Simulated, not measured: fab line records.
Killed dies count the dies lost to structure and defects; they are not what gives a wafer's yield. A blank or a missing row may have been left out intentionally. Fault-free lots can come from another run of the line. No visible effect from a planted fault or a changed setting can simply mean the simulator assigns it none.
fab line records + flow nandHarc
[record]
- lots = 12
- wafers = 36
- lastDay = 31
route steps=1302 shown A_CHANNEL_HOLE_D2@595 A_CHANNEL_FILL_D2@616 END@1302
lots that met no fault: from a run of the same line without faults
startH: hours from the record's opening day to when the first of the lot's shown wafers began + waitH: hours elapsed since this lot's preceding step + " as in the row above + L1.1+2: a row that stands for several wafers + - no value, or no start given + * or withheld: withheld + < > ~ a bound
route shown NAME@n: a module of which the file shows steps, and the number in the route of the first + usual: the fault-free wafers' mean and standard deviation + same: alike in all rows + chamber/n: place in a boat + sites: readings site by site + _std_site: their standard deviation + _edge_site: the outer-site mean with the inner-site mean subtracted + radiusMm: for every site, how far away it sits from the centre of the wafer + mask NAME#n: copy n + behind: the last tool/chamber to shape the wafer + hold: why the lot was held/for how many hours/how that ended + device: transistor that didn't switch, given as n, p or np + end of line: tests of these same wafers at the route's end + a step without rows: its recipe alone + killed: count of dies lost to structure and defects at first sort (not the wafer's yield) + map: the dies of a wafer, with x for killed, . for not killed, _ for no die there
set.NAME: the setting that was run; set.NAME@STEP: the one run at that earlier step + model.NAME: the simulator's own value behind a step, which no gauge read
one table for each step of the route and one row for each wafer, over a sample of lots
services: from which hour (startH, from the record's first day; less than 0 if before it) a tool's chamber was out of use, for how many hours, and why
[[steps]]
[step NHARC_A_CHANNEL_HOLE_D2_ETCH_23]
[recipe]
- biasV = 5000
- sourceW = withheld
- pressureMtorr = 20
- timeS = 819
- arFlowSccm = 375
- c4f8FlowSccm = 89.3
- o2FlowSccm = 35.7
- tempC = -20
- targetDepthA = 16000
- chemistry = C4F8/O2/Ar
[usual]
- chamberPressureMTorr = 19.999/0.02
- drypumpMotorCurrentA = 5.8/0.31
- showerheadPlenumPTorr = 3.73/0.15
- throttleValvePct = 32.154/0.0095
| lot.wafer | tool       | chamber | startH | waitH | chamberPressureMTorr | drypumpMotorCurrentA | rfHoursCounterH | showerheadPlenumPTorr | throttleValvePct |
|-----------|------------|---------|--------|-------|----------------------|----------------------|-----------------|-----------------------|------------------|
| L608.1    | harEtch-01 | 1       | 324.45 | 0.5   | 20.005               | 6.2                  | 170             | 3.69                  | 32.163           |
| L608.4    | "          | 0       | "      | "     | 19.956               | 5.3                  | -               | 3.69                  | 32.145           |
| L608.6    | "          | 0       | "      | "     | 20.033               | 5.3                  | -               | 3.69                  | 32.164           |
| L611.1    | harEtch-02 | 0       | 333.29 | 0.5   | 20.010               | 5.9                  | 378             | 3.49                  | 32.168           |
| L611.4    | "          | 1       | "      | "     | 20.021               | 5.6                  | -               | 3.59                  | 32.167           |
| L611.5    | "          | 0       | "      | "     | 20.028               | 5.9                  | -               | 3.49                  | 32.152           |
| L609.3    | harEtch-01 | 0       | 337.26 | 0.5   | 19.987               | 5.3                  | -               | 3.68                  | 32.160           |
| L609.5    | "          | 1       | "      | "     | 20.011               | 6.2                  | -               | 3.68                  | 32.171           |
| L609.6    | "          | 0       | "      | "     | 20.012               | 5.3                  | -               | 3.68                  | 32.140           |
| L612.2    | harEtch-02 | 0       | 355.03 | 0.5   | 19.986               | 5.8                  | 394             | 3.48                  | 32.145           |
| L612.4    | "          | 1       | "      | "     | 19.998               | 5.6                  | -               | 3.58                  | 32.177           |
| L612.6    | "          | 1       | "      | "     | 20.010               | 5.6                  | -               | 3.58                  | 32.150           |
| L615.2    | harEtch-01 | 1       | 373.47 | 0.5   | 20.012               | 6.3                  | 204             | 3.67                  | 32.134           |
| L615.1    | "          | 0       | "      | "     | 19.978               | 5.3                  | 204             | 3.67                  | 32.154           |
| L615.3    | "          | 1       | "      | "     | 20.037               | 6.2                  | -               | 3.67                  | 32.155           |
| L614.3    | harEtch-02 | 0       | 374.21 | 0.5   | 20.023               | 5.9                  | -               | 3.47                  | 32.145           |
| L614.5    | "          | 1       | "      | "     | 19.989               | 5.6                  | -               | 3.57                  | 32.161           |
| L614.6    | "          | 0       | "      | "     | 19.976               | 5.9                  | -               | 3.47                  | 32.160           |
| L618.2    | harEtch-02 | 1       | 420.81 | 0.5   | 19.994               | 5.6                  | 17              | 3.92                  | 32.140           |
| L618.6    | "          | 1       | "      | "     | 20.035               | 5.6                  | -               | 3.92                  | 32.148           |
| L618.5    | "          | 0       | "      | "     | 19.977               | 5.8                  | -               | 3.92                  | 32.183           |
| L619.2    | harEtch-02 | 0       | 426.65 | 0.5   | 19.991               | 5.9                  | 20              | 3.92                  | 32.152           |
| L619.3    | "          | 0       | "      | "     | 19.975               | 5.9                  | -               | 3.92                  | 32.162           |
| L619.6    | "          | 0       | "      | "     | 20.010               | 5.8                  | -               | 3.92                  | 32.153           |
| L621.4    | harEtch-02 | 1       | 446.27 | 0.5   | 20.007               | 5.6                  | -               | 3.92                  | 32.149           |
| L621.3    | "          | 0       | "      | "     | 19.997               | 5.9                  | -               | 3.92                  | 32.163           |
| L621.5    | "          | 1       | "      | "     | 19.973               | 5.6                  | -               | 3.92                  | 32.158           |
| L620.4    | harEtch-02 | 1       | 450.45 | 0.5   | 20.052               | 5.6                  | -               | 3.91                  | 32.161           |
| L620.3    | "          | 0       | "      | "     | 20.011               | 5.8                  | -               | 3.91                  | 32.156           |
| L620.6    | "          | 1       | "      | "     | 20.001               | 5.6                  | -               | 3.92                  | 32.148           |
| L623.1    | harEtch-01 | 1       | 457.27 | 0.5   | 20.027               | 6.2                  | 254             | 3.64                  | 32.146           |
| L623.4    | "          | 0       | "      | "     | 19.994               | 5.4                  | -               | 3.64                  | 32.149           |
| L623.6    | "          | 1       | "      | "     | 20.017               | 6.2                  | -               | 3.64                  | 32.151           |
| L624.4    | harEtch-02 | 1       | 469.92 | 0.5   | 20.001               | 5.6                  | -               | 3.91                  | 32.144           |
| L624.3    | "          | 0       | "      | "     | 20.000               | 5.9                  | -               | 3.91                  | 32.158           |
| L624.5    | "          | 0       | "      | "     | 20.033               | 5.9                  | -               | 3.91                  | 32.162           |
[step NHARC_A_CHANNEL_HOLE_D2_PRECLEAN_29]
[recipe]
- timeS = *
- tempC = 50
- bathAgeMin = 0
- chemistry = SC1
[usual]
- bathGuardTempC = 49.9/0.51
- bathHeatDutyPct = 7.1/1.1
| lot.wafer | tool        | chamber | startH | waitH | bathGuardTempC | bathHeatDutyPct |
|-----------|-------------|---------|--------|-------|----------------|-----------------|
| L608.1    | wetBench-03 | 4       | 328.39 | -     | 50.2           | 6.5             |
| L608.4    | "           | 5       | "      | "     | 49.3           | 5.8             |
| L608.6    | "           | 7       | "      | "     | 50.1           | 9.7             |
| L611.4    | wetBench-02 | 7       | 337.68 | 0.4   | 49.8           | 7.4             |
| L611.1    | "           | 1       | "      | "     | 50.3           | 8.0             |
| L611.5    | "           | 3       | "      | "     | 48.7           | 7.9             |
| L609.6    | wetBench-03 | 7       | 341.33 | -     | 49.9           | 8.2             |
| L609.5    | "           | 2       | "      | "     | 50.1           | 5.1             |
| L609.3    | "           | 3       | "      | "     | 49.8           | 7.4             |
| L612.6    | wetBench-02 | 6       | 359.16 | -     | 50.2           | 7.6             |
| L612.4    | "           | 7       | "      | "     | 49.9           | 7.0             |
| L612.2    | "           | 1       | "      | "     | 50.4           | 8.9             |
| L615.3    | wetBench-09 | 5       | 377.39 | -     | 50.2           | 7.3             |
| L615.1    | "           | 6       | "      | "     | 50.0           | 6.3             |
| L615.2    | "           | 0       | "      | "     | 49.6           | 6.5             |
| L614.3    | wetBench-03 | 6       | 377.79 | -     | 50.0           | 8.5             |
| L614.5    | "           | 7       | "      | "     | 50.1           | 8.5             |
| L614.6    | "           | 3       | "      | "     | 50.0           | 7.9             |
| L618.2    | wetBench-03 | 5       | 424.92 | -     | 49.5           | 6.5             |
| L618.5    | "           | 7       | "      | "     | 50.0           | 9.1             |
| L618.6    | "           | 0       | "      | "     | 50.2           | 7.7             |
| L619.3    | wetBench-03 | 2       | 430.61 | -     | 50.3           | 4.7             |
| L619.2    | "           | 3       | "      | "     | 49.5           | 8.1             |
| L619.6    | "           | 5       | "      | "     | 49.4           | 5.4             |
| L621.3    | wetBench-02 | 2       | 449.99 | -     | 49.3           | 7.3             |
| L621.4    | "           | 3       | "      | "     | 48.5           | 7.2             |
| L621.5    | "           | 6       | "      | "     | 49.9           | 7.8             |
| L620.3    | wetBench-02 | 4       | 454.15 | -     | 49.4           | 8.0             |
| L620.6    | "           | 7       | "      | "     | 50.3           | 7.5             |
| L620.4    | "           | 0       | "      | "     | 50.2           | 6.5             |
| L623.4    | wetBench-03 | 3       | 461.22 | -     | 50.1           | 7.1             |
| L623.6    | "           | 5       | "      | "     | 50.0           | 5.8             |
| L623.1    | "           | 6       | "      | "     | 49.9           | 8.1             |
| L624.4    | wetBench-03 | 5       | 473.62 | -     | 49.6           | 5.5             |
| L624.5    | "           | 6       | "      | "     | 49.7           | 7.3             |
| L624.3    | "           | 7       | "      | "     | 49.9           | 9.2             |
[step NHARC_A_CHANNEL_HOLE_D2_XSEM_32]
[recipe]
- landingEnergyEv = 35000
[usual]
- botCdNm = 74.4/1.5
- bowNm = 8.52/0.28
- tiltDeg = 0.07/0.041
| lot.wafer | tool    | chamber | startH | waitH | botCdNm | bowNm | tiltDeg |
|-----------|---------|---------|--------|-------|---------|-------|---------|
| L608.1    | xsem-01 | 0       | 328.61 | 0.1   | 73.5    | 8.58  | 0.09    |
| L608.4    | "       | 0       | "      | "     | 76.0    | 8.48  | 0.09    |
| L608.6    | "       | 0       | "      | "     | 76.4    | 8.60  | 0.09    |
| L611.1    | xsem-01 | 0       | 337.95 | 0.1   | 71.5    | 8.53  | 0.07    |
| L611.4    | "       | 0       | "      | "     | 74.1    | 8.48  | 0.07    |
| L611.5    | "       | 0       | "      | "     | 74.4    | 8.51  | 0.06    |
| L609.3    | xsem-02 | 0       | 341.60 | 0.1   | 71.9    | 8.63  | 0.08    |
| L609.5    | "       | 0       | "      | "     | 74.3    | 8.57  | 0.08    |
| L609.6    | "       | 0       | "      | "     | 73.5    | 8.64  | 0.08    |
| L612.2    | xsem-01 | 0       | 359.38 | 0.1   | 73.7    | 8.69  | 0.09    |
| L612.4    | "       | 0       | "      | "     | 74.2    | 8.70  | 0.09    |
| L612.6    | "       | 0       | "      | "     | 74.7    | 8.67  | 0.09    |
| L615.1    | xsem-02 | 0       | 377.62 | 0.1   | 76.9    | 8.53  | 0.03    |
| L615.2    | "       | 0       | "      | "     | 73.8    | 8.54  | 0.03    |
| L615.3    | "       | 0       | "      | "     | 77.0    | 8.51  | 0.03    |
| L614.3    | xsem-02 | 0       | 378.03 | 0.1   | 76.3    | 8.15  | 0.05    |
| L614.5    | "       | 0       | "      | "     | 75.7    | 8.12  | 0.06    |
| L614.6    | "       | 0       | "      | "     | 76.7    | 8.08  | 0.06    |
| L618.2    | xsem-01 | 0       | 425.14 | 0.1   | 71.2    | 8.20  | 0.08    |
| L618.5    | "       | 0       | "      | "     | 72.5    | 8.07  | 0.07    |
| L618.6    | "       | 0       | "      | "     | 70.4    | 8.16  | 0.08    |
| L619.2    | xsem-01 | 0       | 430.83 | 0.1   | 73.2    | 8.32  | 0.11    |
| L619.3    | "       | 0       | "      | "     | 73.0    | 8.27  | 0.11    |
| L619.6    | "       | 0       | "      | "     | 74.0    | 8.29  | 0.10    |
| L621.3    | xsem-02 | 0       | 450.23 | 0.1   | 76.1    | 8.54  | 0.08    |
| L621.4    | "       | 0       | "      | "     | 74.8    | 8.55  | 0.08    |
| L621.5    | "       | 0       | "      | "     | 76.3    | 8.59  | 0.08    |
| L620.3    | xsem-02 | 0       | 454.39 | 0.1   | 74.9    | 9.16  | 0.06    |
| L620.4    | "       | 0       | "      | "     | 75.4    | 9.16  | 0.06    |
| L620.6    | "       | 0       | "      | "     | 75.8    | 9.14  | 0.06    |
| L623.1    | xsem-01 | 0       | 461.43 | 0.1   | 73.8    | 8.37  | -0.01   |
| L623.4    | "       | 0       | "      | "     | 75.9    | 8.34  | -0.01   |
| L623.6    | "       | 0       | "      | "     | 76.3    | 8.29  | -0.01   |
| L624.3    | xsem-02 | 0       | 473.87 | 0.1   | 76.6    | 8.21  | 0.13    |
| L624.4    | "       | 0       | "      | "     | 75.3    | 8.08  | 0.13    |
| L624.5    | "       | 0       | "      | "     | 76.0    | 8.08  | 0.13    |
[step NHARC_A_CHANNEL_HOLE_D2_INSPECT_40]
[usual]
- rawDefectCount = 261/71
| lot.wafer | tool             | chamber | startH | waitH | rawDefectCount |
|-----------|------------------|---------|--------|-------|----------------|
| L608.1    | defectInspect-02 | -       | 328.70 | -     | 134            |
| L608.4    | "                | -       | "      | "     | 166            |
| L608.6    | "                | -       | "      | "     | 177            |
| L611.1    | defectInspect-01 | -       | 338.05 | -     | 273            |
| L611.4    | "                | -       | "      | "     | 444            |
| L611.5    | "                | -       | "      | "     | 379            |
| L609.3    | defectInspect-02 | -       | 341.69 | -     | 252            |
| L609.5    | "                | -       | "      | "     | 243            |
| L609.6    | "                | -       | "      | "     | 316            |
| L612.2    | defectInspect-02 | -       | 359.48 | -     | 285            |
| L612.4    | "                | -       | "      | "     | 387            |
| L612.6    | "                | -       | "      | "     | 265            |
| L615.1    | defectInspect-02 | -       | 377.72 | -     | 300            |
| L615.2    | "                | -       | "      | "     | 269            |
| L615.3    | "                | -       | "      | "     | 300            |
| L614.3    | defectInspect-02 | -       | 378.12 | -     | 343            |
| L614.5    | "                | -       | "      | "     | 348            |
| L614.6    | "                | -       | "      | "     | 368            |
| L618.2    | defectInspect-02 | -       | 425.24 | -     | 183            |
| L618.5    | "                | -       | "      | "     | 201            |
| L618.6    | "                | -       | "      | "     | 232            |
| L619.2    | defectInspect-02 | -       | 430.93 | -     | 279            |
| L619.3    | "                | -       | "      | "     | 312            |
| L619.6    | "                | -       | "      | "     | 290            |
| L621.3    | defectInspect-01 | -       | 450.32 | -     | 159            |
| L621.4    | "                | -       | "      | "     | 141            |
| L621.5    | "                | -       | "      | "     | 149            |
| L620.3    | defectInspect-01 | -       | 454.48 | -     | 429            |
| L620.4    | "                | -       | "      | "     | 422            |
| L620.6    | "                | -       | "      | "     | 275            |
| L623.1    | defectInspect-02 | -       | 461.53 | -     | 672            |
| L623.4    | "                | -       | "      | "     | 482            |
| L623.6    | "                | -       | "      | "     | 574            |
| L624.3    | defectInspect-02 | -       | 473.96 | -     | 493            |
| L624.4    | "                | -       | "      | "     | 514            |
| L624.5    | "                | -       | "      | "     | 445            |
[step NHARC_A_CHANNEL_FILL_D2_ALD_16]
[recipe]
- targetThkA = 15
- pulseTimeS = 10
- aldCycles = 15
- tempC = 300
- material = SiO2
[usual]
- heaterPowerW = 463/38
- precursorPulseHeightRel = 0.997/0.02
| lot.wafer | tool     | chamber | startH | waitH | heaterPowerW | precursorPulseHeightRel | sinceWetCleanH |
|-----------|----------|---------|--------|-------|--------------|-------------------------|----------------|
| L608.1    | aldHk-03 | 3       | 341.15 | 0.0   | 469          | 0.983                   | 119            |
| L608.4    | "        | 0       | "      | "     | 527          | 0.981                   | 119            |
| L608.6    | "        | 3       | "      | "     | 468          | 0.974                   | -              |
| L611.4    | aldHk-03 | 3       | 349.91 | 0.0   | 469          | 0.998                   | 128            |
| L611.1    | "        | 1       | "      | "     | 392          | 1.025                   | 128            |
| L611.5    | "        | 3       | "      | "     | 471          | 1.009                   | -              |
| L609.3    | aldHk-03 | 0       | 354.44 | 0.1   | 516          | 0.974                   | 132            |
| L609.6    | "        | 2       | "      | "     | 463          | 1.011                   | -              |
| L609.5    | "        | 3       | "      | "     | 469          | 0.981                   | -              |
| L612.2    | aldHk-04 | 1       | 372.22 | 0.4   | 472          | 1.006                   | 105            |
| L612.4    | "        | 3       | "      | "     | 441          | 0.967                   | 105            |
| L612.6    | "        | 0       | "      | "     | 443          | 0.986                   | -              |
| L615.1    | aldHk-04 | 1       | 391.59 | 0.8   | 480          | 1.007                   | 124            |
| L615.3    | "        | 2       | "      | "     | 419          | 0.989                   | 124            |
| L615.2    | "        | 3       | "      | "     | 457          | 1.025                   | 125            |
| L614.3    | aldHk-01 | 1       | 391.68 | 0.8   | 453          | 1.020                   | 83             |
| L614.5    | "        | 3       | "      | "     | 493          | 1.008                   | -              |
| L614.6    | "        | 0       | "      | "     | 451          | 0.995                   | -              |
| L618.2    | aldHk-03 | 2       | 438.04 | 0.1   | 503          | 0.983                   | 37             |
| L618.6    | "        | 1       | "      | "     | 395          | 0.980                   | -              |
| L618.5    | "        | 2       | "      | "     | 484          | 1.030                   | -              |
| L619.2    | aldHk-01 | 1       | 443.86 | 0.1   | 443          | 1.025                   | 135            |
| L619.3    | "        | 3       | "      | "     | 487          | 0.962                   | 135            |
| L619.6    | "        | 1       | "      | "     | 452          | 0.974                   | -              |
| L621.4    | aldHk-03 | 3       | 462.76 | 0.1   | 449          | 0.967                   | 62             |
| L621.3    | "        | 1       | "      | "     | 391          | 0.979                   | 62             |
| L621.5    | "        | 2       | "      | "     | 486          | 0.996                   | -              |
| L620.4    | aldHk-03 | 2       | 466.84 | 0.1   | 491          | 0.996                   | 66             |
| L620.3    | "        | 0       | "      | "     | 519          | 1.029                   | 66             |
| L620.6    | "        | 2       | "      | "     | 493          | 0.972                   | -              |
| L623.1    | aldHk-01 | 1       | 473.95 | 0.0   | 444          | 0.985                   | 165            |
| L623.4    | "        | 3       | "      | "     | 489          | 1.010                   | 165            |
| L623.6    | "        | 1       | "      | "     | 441          | 0.964                   | -              |
| L624.4    | aldHk-01 | 0       | 486.66 | 0.3   | 448          | 1.000                   | 0              |
| L624.3    | "        | 1       | "      | "     | 446          | 1.022                   | 0              |
| L624.5    | "        | 1       | "      | "     | 448          | 0.955                   | -              |
[step NHARC_END_SORT_01]
[recipe]
- tempC = 25
[usual]
- killedAtArray = 56/19
- killedAtOther = 1.0/1.3
- killedAtPeriphery = 3.8/2.2
- killedDies = 61/19
- killedOpen = 3.1/1.9
- killedShort = 2.3/1.5
[same]
- grossDies = 677
| lot.wafer | tool      | chamber | startH | waitH | killedAtArray | killedAtOther | killedAtPeriphery | killedDies | killedOpen | killedShort |
|-----------|-----------|---------|--------|-------|---------------|---------------|-------------------|------------|------------|-------------|
| L623.1    | prober-01 | 0       | 740.40 | 2.5   | 93            | 0             | 3                 | 96         | 2          | 4           |
| L623.4    | prober-01 | 0       | 742.81 | 3.4   | 105           | 0             | 5                 | 110        | 6          | 1           |
| L623.6    | prober-01 | 0       | 744.41 | 4.0   | 124           | 0             | 6                 | 130        | 6          | 1           |
| L624.3    | prober-02 | 0       | 744.45 | 3.1   | 71            | 1             | 2                 | 74         | 4          | 0           |
| L624.4    | prober-02 | 0       | 745.26 | 3.4   | 100           | 0             | 2                 | 102        | 1          | 0           |
| L624.5    | prober-02 | 0       | 746.06 | 3.7   | 97            | 0             | 0                 | 97         | 4          | 2           |
// killed by level:class
L623.1 A_CHANNEL_HOLE_D2:unspecified=68 A_CHANNEL_HOLE_D2:chamberFilmFlake=8 A_STAIRCASE:chamberFilmFlake=5 A_CHANNEL_HOLE_D1:chamberFilmFlake=4 A_WL_FILL:geometricParticle:short=2 P_ZERO_WELL:chamberFilmFlake=2 P_GATE:geometricParticle:short=1 A_CHANNEL_FILL_D1:geometricParticle:open=1
L623.4 A_CHANNEL_HOLE_D2:unspecified=58 A_CHANNEL_HOLE_D2:chamberFilmFlake=18 A_SLIT:chamberFilmFlake=7 A_STAIRCASE:chamberFilmFlake=6 A_CHANNEL_HOLE_D1:chamberFilmFlake=4 A_SGD_CUT:chamberFilmFlake=4 P_M0:geometricParticle:open=3 P_ZERO_WELL:chamberFilmFlake=2
L623.6 A_CHANNEL_HOLE_D2:unspecified=67 A_CHANNEL_HOLE_D2:chamberFilmFlake=26 A_STAIRCASE:chamberFilmFlake=8 A_SLIT:chamberFilmFlake=8 P_ZERO_WELL:chamberFilmFlake=6 A_CONTACT:chamberFilmFlake=5 A_M0:geometricParticle:open=2 A_ZERO_WELL:chamberFilmFlake=2
L624.3 A_CHANNEL_HOLE_D2:unspecified=41 A_CHANNEL_HOLE_D1:chamberFilmFlake=17 A_SLIT:chamberFilmFlake=3 A_CHANNEL_HOLE_D2:chamberFilmFlake=2 A_STAIRCASE:chamberFilmFlake=2 P_M0:geometricParticle:open=1 A_ONON_D1:geometricParticle:open=1 A_CHANNEL_FILL_D2:geometricParticle:open=1
L624.4 A_CHANNEL_HOLE_D2:unspecified=72 A_CHANNEL_HOLE_D1:chamberFilmFlake=13 A_SLIT:chamberFilmFlake=8 A_STAIRCASE:chamberFilmFlake=3 A_CHANNEL_FILL_D2:geometricParticle:open=1 P_GATE:chamberFilmFlake=1 P_BONDPAD:chamberFilmFlake=1 A_ZERO_WELL:chamberFilmFlake=1
L624.5 A_CHANNEL_HOLE_D2:unspecified=69 A_STAIRCASE:chamberFilmFlake=6 A_CHANNEL_HOLE_D2:chamberFilmFlake=5 A_CHANNEL_HOLE_D1:chamberFilmFlake=4 A_WL_FILL:chamberFilmFlake=4 A_M0:geometricParticle:open=2 A_SLIT:chamberFilmFlake=2 A_CHANNEL_FILL_D2:geometricParticle:short=1
[[services]]
| tool        | chamber | startH | hours | kind                         |
|-------------|---------|--------|-------|------------------------------|
| harEtch-01  | -       | 313.12 | 0.8   | repair                       |
| xsem-01     | -       | 315.34 | 4.0   | repair                       |
| wetBench-02 | -       | 323.28 | 9.7   | repair                       |
| wetBench-09 | -       | 352.80 | 8.0   | pm                           |
| xsem-01     | -       | 374.00 | 14.0  | pm                           |
| harEtch-02  | -       | 377.00 | 17.0  | pm                           |
| harEtch-02  | 0       | 377.00 | 17.0  | ventCycle                    |
| harEtch-02  | 1       | 377.00 | 17.0  | ventCycle                    |
| aldHk-01    | -       | 383.18 | 0.7   | repair                       |
| aldHk-04    | -       | 383.65 | 0.5   | repair                       |
| wetBench-03 | -       | 386.40 | 8.0   | pm                           |
| aldHk-03    | -       | 390.80 | 10.0  | pm                           |
| harEtch-02  | 0       | 394.00 | -     | clean                        |
| harEtch-02  | 0       | 394.00 | -     | consumableReplace:focusRing  |
| harEtch-02  | 0       | 394.00 | -     | consumableReplace:showerhead |
| harEtch-02  | 1       | 394.00 | -     | clean                        |
| harEtch-02  | 1       | 394.00 | -     | consumableReplace:focusRing  |
| harEtch-02  | 1       | 394.00 | -     | consumableReplace:showerhead |
| wetBench-03 | 0       | 394.40 | -     | consumableReplace:bath       |
| wetBench-03 | 0       | 394.40 | -     | consumableReplace:filter     |
| wetBench-02 | -       | 420.00 | 8.0   | pm                           |
| aldHk-04    | -       | 435.28 | 10.0  | pm                           |
| harEtch-01  | -       | 445.87 | 4.8   | repair                       |
| aldHk-01    | -       | 476.66 | 10.0  | pm                           |
[[key]]
[firstSign]
- step = NHARC_A_CHANNEL_HOLE_D2_INSPECT_40
- reading = rawDefectCount
- direction = up
- sigmas = 3.8
- usual = 261
- struck = 530
[effect]
- step = NHARC_END_SORT_01
- reading = killedAtArray
- direction = up
- sigmas = 2.2
- usual = 56
- struck = 98
[moreKillsBornAt]
- NHARC_A_CHANNEL_HOLE_D2_PRECLEAN_29@wetBench-03 = 375
metAt NHARC_A_CHANNEL_HOLE_D2_PRECLEAN_29
struckLots L623,L624
testerLeftOut L623,L624
notActingAt NHARC_A_CHANNEL_HOLE_D2_ETCH_23,NHARC_A_CHANNEL_HOLE_D2_XSEM_32,NHARC_A_CHANNEL_FILL_D2_ALD_16
onsetBetween 430.61 461.22
alsoFits time
[fault]
- kind = chamberParticleSource
- tool = wetBench-03
- chamber = -
- onsetH = 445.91
- steps = NHARC_A_CHANNEL_HOLE_D2_PRECLEAN_29
- ratePerVisitCm2 = 0.43736
- endH = 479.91
// testerLeftOut: of these lots the tester's yield and bins aren't shown, on N5 and GAA mostly nor the transistor test; their killed dies are dies lost to structure and defects alone, not to doping, threshold or leakage, so they don't give the yield
